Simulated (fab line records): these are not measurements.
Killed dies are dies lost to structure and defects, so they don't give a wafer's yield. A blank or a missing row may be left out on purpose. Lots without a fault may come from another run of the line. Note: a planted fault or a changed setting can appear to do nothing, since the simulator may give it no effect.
fab line records	flow nand-harc	part 2 of 2: steps 24 to 35 of 35
record: lots: 5	wafers: 15	last-day: 31
route steps=1302 shown A_CHANNEL_FILL_D2@615 A_STAIRCASE@639
lots that met no fault: taken from a fault-free run of the same line
start-h: the number of hours between the record's first day and the start of the first shown wafer of the lot	wait-h: hours from the lot's prior step to this one	" identical to the entry in the row above	L1.1+2: a row that stands for several wafers	- value missing, or start not given	* or withheld: withheld	< > ~ a bound
route shown NAME@n: a module of which the file shows steps, and the number in the route of the first	usual: mean/standard deviation taken from wafers without a fault	same: alike in all rows	chamber/n: place in a boat	sites: readings site by site	_std_site: the standard deviation of these	_edge_site: outer sites' mean less inner sites'	radius-mm: how far each site lies from the wafer's centre	mask NAME#n: copy n	behind: the most recent tool/chamber to have shaped the wafer	hold: why the lot was held/for how many hours/how that ended	device: transistor that didn't switch, given as n, p or np	end of line: at the end of the route, the tests of the same wafers	a step without rows: its recipe alone	killed: count of dies lost to structure and defects at first sort (not the wafer's yield)	map: a wafer's dies, x killed, . not, _ none there
set.NAME: the setting the step ran with; set.NAME@STEP: the setting that earlier step ran with	model.NAME: the simulator's own value behind a step, which no gauge read
a table for each step, a row for each wafer; lots at some steps of the route
services: a tool's chamber out of use, with start hour (start-h, from the record's first day; less than 0 if before it), hours out, and reason
== steps ==
step: NHARC_A_STAIRCASE_DEHYDRATE_158
recipe: temp-c: 150	time-s: 120
lot.wafer	tool	chamber	start-h	wait-h
L076.2+3+5	litho-track-05	0	376.75	0.2
L080.1+3+5	litho-track-05	0	408.41	0.2
L091.2+3+5	litho-track-05	0	512.07	0.2
L090.1+4+5	litho-track-03	0	512.12	0.2
L093.1+5+6	litho-track-03	0	528.60	0.2
step: NHARC_A_STAIRCASE_HMDS_159
recipe: time-s: 30
lot.wafer	tool	chamber	start-h	wait-h
L076.2+3+5	litho-track-05	0	-	-
L080.1+3+5	litho-track-05	0	-	-
L091.2+3+5	litho-track-05	0	-	-
L090.1+4+5	litho-track-03	0	-	-
L093.1+5+6	litho-track-03	0	-	-
step: NHARC_A_STAIRCASE_COAT_160
recipe: spin-rpm: 1200
usual: spin-speed-rpm: 1200.0/0.8
lot.wafer	tool	chamber	start-h	wait-h	spin-speed-rpm
L076.2	litho-track-05	0	-	-	1200.5
L076.3	"	0	"	"	1199.5
L076.5	"	0	"	"	1200.0
L080.1	litho-track-05	0	-	-	1200.0
L080.3	"	0	"	"	1200.3
L080.5	"	0	"	"	1200.6
L091.2	litho-track-05	0	-	-	1200.2
L091.3	"	0	"	"	1199.1
L091.5	"	0	"	"	1199.8
L090.1	litho-track-03	0	-	-	1200.5
L090.4	"	0	"	"	1199.8
L090.5	"	0	"	"	1200.7
L093.1	litho-track-03	0	-	-	1199.7
L093.5	"	0	"	"	1201.1
L093.6	"	0	"	"	1200.8
step: NHARC_A_STAIRCASE_SOFTBAKE_161
recipe: temp-c: 135	time-s: 170
lot.wafer	tool	chamber	start-h	wait-h
L076.2+3+5	litho-track-05	0	-	-
L080.1+3+5	litho-track-05	0	-	-
L091.2+3+5	litho-track-05	0	-	-
L090.1+4+5	litho-track-03	0	-	-
L093.1+5+6	litho-track-03	0	-	-
step: NHARC_A_STAIRCASE_EBR_162
lot.wafer	tool	chamber	start-h	wait-h
L076.2+3+5	litho-track-05	0	-	-
L080.1+3+5	litho-track-05	0	-	-
L091.2+3+5	litho-track-05	0	-	-
L090.1+4+5	litho-track-03	0	-	-
L093.1+5+6	litho-track-03	0	-	-
step: NHARC_A_STAIRCASE_EXPOSE_163
recipe: na: 0.5	dose-mj: 20.01	mask-id: STAIR_OPEN
lot.wafer	tool	chamber	start-h	wait-h	mask
L076.2+3+5	krf-scanner-04	0	377.09	-	STAIR_OPEN#0
L080.1+3+5	krf-scanner-01	0	408.62	-	STAIR_OPEN#0
L091.2+3+5	krf-scanner-01	0	512.41	-	STAIR_OPEN#0
L090.1+4+5	krf-scanner-03	0	512.56	-	STAIR_OPEN#0
L093.1+5+6	krf-scanner-03	0	528.80	-	STAIR_OPEN#0
step: NHARC_A_STAIRCASE_PEB_164
recipe: peb-temp-c: 115	peb-time-s: 130
lot.wafer	tool	chamber	start-h	wait-h
L076.2+3+5	litho-track-02	0	377.15	0.1
L080.1+3+5	litho-track-03	0	408.68	0.1
L091.2+3+5	litho-track-03	0	512.47	0.1
L090.1+4+5	litho-track-02	0	512.63	0.1
L093.1+5+6	litho-track-05	0	528.87	0.1
step: NHARC_A_STAIRCASE_DEVELOP_165
recipe: time-s: 140
lot.wafer	tool	chamber	start-h	wait-h
L076.2+3+5	litho-track-02	0	-	-
L080.1+3+5	litho-track-03	0	-	-
L091.2+3+5	litho-track-03	0	-	-
L090.1+4+5	litho-track-02	0	-	-
L093.1+5+6	litho-track-05	0	-	-
step: NHARC_A_STAIRCASE_HARDBAKE_167
recipe: temp-c: 120	time-s: 140
lot.wafer	tool	chamber	start-h	wait-h
L076.2+3+5	litho-track-03	0	377.37	-
L080.1+3+5	litho-track-05	0	408.90	-
L091.2+3+5	litho-track-05	0	512.69	-
L090.1+4+5	litho-track-02	0	512.84	-
L093.1+5+6	litho-track-03	0	529.09	-
step: NHARC_A_STAIRCASE_DESCUM_168
recipe: time-s: 3	o2-flow-sccm: 200	ar-flow-sccm: 0	bias-power-w: 0	chemistry: O2
usual: drypump-motor-current-A: 5.9/0.49	oes-product-au: 1.002/0.01	rf-vpp-V: 58.0/0.98	showerhead-plenum-p-Torr: 1.96/0.092	throttle-valve-pct: 11.312/0.01
lot.wafer	tool	chamber	start-h	wait-h	drypump-motor-current-A	oes-product-au	rf-hours-counter-h	rf-vpp-V	showerhead-plenum-p-Torr	throttle-valve-pct
L076.3	rie-diel-12	0	377.47	-	5.8	1.001	29	55.4	1.78	11.300
L076.2	"	2	"	"	5.3	0.999	25	57.5	1.83	11.314
L076.5	"	0	"	"	5.8	0.996	-	57.5	1.78	11.300
L080.3	rie-diel-04	2	408.99	-	6.3	1.010	19	56.9	2.07	11.306
L080.1	"	3	"	"	6.1	0.989	19	57.1	2.03	11.306
L080.5	"	2	"	"	6.3	1.012	-	58.4	2.07	11.321
L091.3	rie-diel-12	2	512.77	-	5.3	1.017	12	58.4	1.82	11.317
L091.2	"	3	"	"	5.9	1.000	20	59.0	1.98	11.317
L091.5	"	3	"	"	5.9	1.004	-	58.5	1.98	11.312
L090.1	rie-diel-04	1	512.94	-	6.0	0.988	53	58.3	2.06	11.306
L090.4	"	0	"	"	5.3	1.016	46	57.4	1.86	11.319
L090.5	"	1	"	"	6.1	0.995	-	58.0	2.06	11.295
L093.1	rie-diel-12	0	529.20	-	5.8	0.992	28	57.6	2.07	11.316
L093.6	"	1	"	"	6.7	0.996	-	58.6	1.96	11.311
L093.5	"	2	"	"	5.3	1.011	-	57.3	1.82	11.322
step: NHARC_A_STAIRCASE_ETCH_169
recipe: target-depth-a: 500	time-s: 107.1	ion-energy-ev: 120	ch3f-flow-sccm: 50	o2-flow-sccm: 30	ar-flow-sccm: 200	rf-w: 500	bias-w: 100	chemistry: CH3F/O2
usual: drypump-motor-current-A: 5.9/0.48	oes-product-au: 0.968/0.018	rf-vpp-V: 245.2/1.7	showerhead-plenum-p-Torr: 2.53/0.11	throttle-valve-pct: 20.663/0.01
lot.wafer	tool	chamber	start-h	wait-h	drypump-motor-current-A	oes-product-au	rf-hours-counter-h	rf-vpp-V	showerhead-plenum-p-Torr	throttle-valve-pct
L076.3	rie-diel-12	1	377.56	0.1	6.7	0.925	27	245.9	2.54	20.663
L076.2	"	2	"	"	5.3	0.948	25	242.7	2.36	20.670
L076.5	"	0	"	"	5.8	0.938	-	241.5	2.29	20.667
L080.1	rie-diel-04	2	409.09	0.1	6.3	0.958	19	245.9	2.65	20.653
L080.3	"	3	"	"	6.1	0.945	19	247.7	2.60	20.657
L080.5	"	1	"	"	6.0	0.950	-	247.2	2.65	20.652
L091.3	rie-diel-12	3	512.87	0.1	5.9	0.965	20	246.2	2.55	20.675
L091.2	"	1	"	"	6.7	0.976	22	245.8	2.52	20.658
L091.5	"	2	"	"	5.3	0.982	-	244.0	2.34	20.669
L090.1	rie-diel-04	0	513.04	0.1	5.3	0.993	46	243.2	2.40	20.671
L090.4	"	1	"	"	6.0	0.957	53	244.7	2.64	20.675
L090.5	"	2	"	"	6.3	0.964	-	246.8	2.64	20.661
L093.1	rie-diel-12	0	529.29	0.1	5.8	0.987	28	246.6	2.65	20.657
L093.5	"	1	"	"	6.7	0.957	-	245.2	2.52	20.654
L093.6	"	2	"	"	5.3	0.980	-	242.6	2.34	20.642
step: NHARC_A_STAIRCASE_ETCH_170
recipe: target-depth-a: 2000	time-s: 66.667	ion-energy-ev: 250	c4f6-flow-sccm: 25	o2-flow-sccm: 20	ar-flow-sccm: 500	rf-w: 600	bias-w: 500	chemistry: C4F6/O2
usual: drypump-motor-current-A: 5.9/0.47	oes-product-au: 0.975/0.017	rf-vpp-V: 549/3.6	showerhead-plenum-p-Torr: 4.03/0.17	throttle-valve-pct: 26.904/0.0087
lot.wafer	tool	chamber	start-h	wait-h	drypump-motor-current-A	oes-product-au	rf-hours-counter-h	rf-vpp-V	showerhead-plenum-p-Torr	throttle-valve-pct
L076.2	rie-diel-12	0	-	-	5.8	0.955	29	543	3.67	26.908
L076.3	"	1	"	"	6.7	0.943	27	549	4.05	26.915
L076.5	"	3	"	"	5.9	0.964	-	549	4.08	26.915
L080.1	rie-diel-04	3	-	-	6.1	0.970	19	549	4.14	26.896
L080.3	"	2	"	"	6.4	0.985	19	553	4.21	26.891
L080.5	"	2	"	"	6.4	0.989	-	554	4.21	26.909
L091.2	rie-diel-12	1	-	-	6.7	0.978	22	549	4.02	26.901
L091.3	"	0	"	"	5.8	0.984	21	554	4.21	26.894
L091.5	"	2	"	"	5.3	0.998	-	543	3.75	26.910
L090.1	rie-diel-04	3	-	-	6.1	0.986	51	551	4.12	26.908
L090.4	"	2	"	"	6.3	0.973	55	554	4.19	26.911
L090.5	"	0	"	"	5.3	0.984	-	545	3.83	26.911
L093.1	rie-diel-12	1	-	-	6.7	0.925	29	548	4.02	26.896
L093.6	"	2	"	"	5.3	0.941	-	544	3.74	26.912
L093.5	"	3	"	"	5.9	0.939	-	549	4.05	26.916
== services ==
tool	chamber	start-h	hours	kind
rie-diel-01	1	319.99	20.5	repair
rie-diel-08	2	326.87	16.3	repair
rie-diel-04	0	354.57	4.2	repair
rie-diel-04	-	359.22	9.0	pm
rie-diel-08	-	368.49	9.0	pm
wet-bench-06	-	369.60	8.0	pm
rie-diel-01	0	374.49	20.4	repair
rie-diel-01	-	380.80	9.0	pm
rie-diel-08	3	384.48	1.5	repair
rie-diel-04	-	387.35	0.5	repair
lpcvd-poly-03	-	388.61	26.0	pm
rie-diel-04	0	402.33	7.7	repair
wet-bench-04	-	403.20	8.0	pm
rie-diel-08	0	404.94	17.5	repair
rie-diel-08	2	445.04	5.5	repair
rie-diel-12	-	447.28	9.0	pm
rie-diel-01	2	448.66	4.7	repair
litho-track-03	-	450.00	7.0	pm
wet-bench-01	-	453.60	8.0	pm
lpcvd-poly-02	-	463.17	15.4	repair
litho-track-05	-	474.00	7.0	pm
rie-diel-12	2	499.02	10.7	repair
rie-diel-01	-	510.98	5.5	repair
rie-diel-12	2	519.50	1.4	repair
